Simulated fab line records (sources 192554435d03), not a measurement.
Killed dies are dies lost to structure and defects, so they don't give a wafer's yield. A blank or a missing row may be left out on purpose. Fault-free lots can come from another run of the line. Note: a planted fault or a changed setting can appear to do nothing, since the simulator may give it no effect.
Split-lot trial / flow n5_finfet / on a route of 1938 steps: 7 lots, 21 wafers read

THE SPLIT ITSELF
At N5_BEOL_M9_EXPOSE_08 (exposes mask M9), the setting dose_mj was moved away from the recipe's 53.75 on 5 of the 21 wafers read, by -7.2% to +4.3%. All remaining wafers had this setting at the recipe value.

FROM THE SPLIT TO THE READING: what the file shows between them, 12 steps
- N5_BEOL_M9_PEB_09: peb time 60 s
- N5_BEOL_M9_DEVELOP_10: develop time 30 s
- N5_BEOL_M9_CD_MEAS_11: target cd 64.1 nm
- N5_BEOL_M9_STRIP_68: strips in N2/H2
- N5_BEOL_M9_STRIP_67: strips in CF4
- N5_BEOL_M9_HM_OPEN_17: chemistry Cl2/BCl3, target TiN, target depth 20 nm, overetch 6 nm
- N5_BEOL_M9_STRIP_19: strips in O2
- N5_BEOL_M9_CD_MEAS_18: pitch 140 nm, target cd 70 nm
- N5_BEOL_M9_COAT_63: time 60 s, resist thk 60 nm
- N5_BEOL_M9_COAT_64: time 60 s, resist thk 12 nm
- N5_BEOL_M9_PRECLEAN_42: cleans in residue remover, time 60 s
- N5_BEOL_M9_SRD_43: time 30 s

THE READING
cd_nm, in nm, at N5_BEOL_M9_CD_MEAS_35 (target cd 70 nm, target cd y 40 nm). Typical for fault-free wafers on this fab line: 70.4 nm, with standard deviation 0.81 nm.

wafer=L081.1; tool, chamber at the split=arfi_scanner-03, 0; dose_mj as run=50.3; against the recipe=-6.4%; cd_nm, nm=67.6; against lot-mates on the recipe=-2.7
wafer=L081.3; tool, chamber at the split=arfi_scanner-03, 0; dose_mj as run=53.75; against the recipe=recipe; cd_nm, nm=69.9; against lot-mates on the recipe=-
wafer=L081.6; tool, chamber at the split=arfi_scanner-03, 0; dose_mj as run=53.75; against the recipe=recipe; cd_nm, nm=70.7; against lot-mates on the recipe=-
wafer=L086.2; tool, chamber at the split=arfi_scanner-01, 0; dose_mj as run=53.75; against the recipe=recipe; cd_nm, nm=70.5; against lot-mates on the recipe=-
wafer=L086.5; tool, chamber at the split=arfi_scanner-01, 0; dose_mj as run=53.75; against the recipe=recipe; cd_nm, nm=69.7; against lot-mates on the recipe=-
wafer=L086.6; tool, chamber at the split=arfi_scanner-01, 0; dose_mj as run=53.75; against the recipe=recipe; cd_nm, nm=70.6; against lot-mates on the recipe=-
wafer=L087.3; tool, chamber at the split=arfi_scanner-02, 0; dose_mj as run=53.75; against the recipe=recipe; cd_nm, nm=71.6; against lot-mates on the recipe=-
wafer=L087.4; tool, chamber at the split=arfi_scanner-02, 0; dose_mj as run=53.75; against the recipe=recipe; cd_nm, nm=70.5; against lot-mates on the recipe=-
wafer=L087.5; tool, chamber at the split=arfi_scanner-02, 0; dose_mj as run=53.75; against the recipe=recipe; cd_nm, nm=69.7; against lot-mates on the recipe=-
wafer=L093.1; tool, chamber at the split=arfi_scanner-02, 0; dose_mj as run=53.75; against the recipe=recipe; cd_nm, nm=71.4; against lot-mates on the recipe=-
wafer=L093.3; tool, chamber at the split=arfi_scanner-02, 0; dose_mj as run=53.75; against the recipe=recipe; cd_nm, nm=70.6; against lot-mates on the recipe=-
wafer=L093.4; tool, chamber at the split=arfi_scanner-02, 0; dose_mj as run=53.75; against the recipe=recipe; cd_nm, nm=70.9; against lot-mates on the recipe=-
wafer=L094.2; tool, chamber at the split=arfi_scanner-03, 0; dose_mj as run=53.75; against the recipe=recipe; cd_nm, nm=70.4; against lot-mates on the recipe=-
wafer=L094.3; tool, chamber at the split=arfi_scanner-03, 0; dose_mj as run=53.75; against the recipe=recipe; cd_nm, nm=70.4; against lot-mates on the recipe=-
wafer=L094.4; tool, chamber at the split=arfi_scanner-03, 0; dose_mj as run=49.9; against the recipe=-7.2%; cd_nm, nm=66.0; against lot-mates on the recipe=-4.4
wafer=L095.1; tool, chamber at the split=arfi_scanner-02, 0; dose_mj as run=53.75; against the recipe=recipe; cd_nm, nm=70.8; against lot-mates on the recipe=-
wafer=L095.3; tool, chamber at the split=arfi_scanner-02, 0; dose_mj as run=56.06; against the recipe=+4.3%; cd_nm, nm=72.1; against lot-mates on the recipe=+1.3
wafer=L095.4; tool, chamber at the split=arfi_scanner-02, 0; dose_mj as run=56.06; against the recipe=+4.3%; cd_nm, nm=72.9; against lot-mates on the recipe=+2.1
wafer=L097.1; tool, chamber at the split=arfi_scanner-01, 0; dose_mj as run=53.75; against the recipe=recipe; cd_nm, nm=68.7; against lot-mates on the recipe=-
wafer=L097.2; tool, chamber at the split=arfi_scanner-01, 0; dose_mj as run=55.78; against the recipe=+3.8%; cd_nm, nm=72.4; against lot-mates on the recipe=+3.2
wafer=L097.4; tool, chamber at the split=arfi_scanner-01, 0; dose_mj as run=53.75; against the recipe=recipe; cd_nm, nm=69.6; against lot-mates on the recipe=-

THE FIT
A straight line over all 21 wafers: cd_nm changes by +0.522 nm for each +1% of dose_mj; r = +0.90; the points scatter about the line by 0.68 nm.
The same after taking each lot's own level away (the mean of its wafers on the recipe; 21 wafers): +0.527 nm for each +1%; r = +0.92; scatter 0.6 nm.
The reading moves by 3.8 nm for the largest change in dose_mj, on that fit.
The span of the lots' own levels, 69.15 to 70.97 nm, comes to 2.2 times the standard deviation stated above.
Hence the lot-to-lot level has little effect on the slope; both slopes agree.
Check: for one of the wafers moved furthest among these (-7.2%), held out of the fit, the line's prediction against its lot-mates is -3.35 nm. Against them it came out at -4.4 nm.

FURTHER SPLITS ON THESE WAFERS
Before the reading, these wafers also passed through other splits. Each is held against what the fit with the lots' levels taken away leaves over:
other split on the same wafers=N5_BEOL_M8_HM_DEP_02 target_thk_a; wafers away from the commonest value=5; r with cd_nm (lot level and that fit taken away)=+0.21
other split on the same wafers=N5_BEOL_M9_HM_DEP_02 target_thk_a; wafers away from the commonest value=2; r with cd_nm (lot level and that fit taken away)=+0.13

THE WHOLE CHAIN: every reading that the file lists as answering this split, in the file's order
step=N5_BEOL_M9_CD_MEAS_11; what it does=target cd 64.1 nm; reading=cd_nm; change (the file's fit)=+0.508 nm for each +1% of the setting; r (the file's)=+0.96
step=N5_BEOL_M9_CD_MEAS_18; what it does=pitch 140 nm, target cd 70 nm; reading=cd_nm; change (the file's fit)=+0.51 nm for each +1% of the setting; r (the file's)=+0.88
step=N5_BEOL_M9_CD_MEAS_35; what it does=target cd 70 nm, target cd y 40 nm; reading=cd_nm; change (the file's fit)=+0.544 nm for each +1% of the setting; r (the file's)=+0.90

THE FILE'S OWN FIT
cd_nm changes by +0.544 nm for each +1% of dose_mj, r = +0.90.
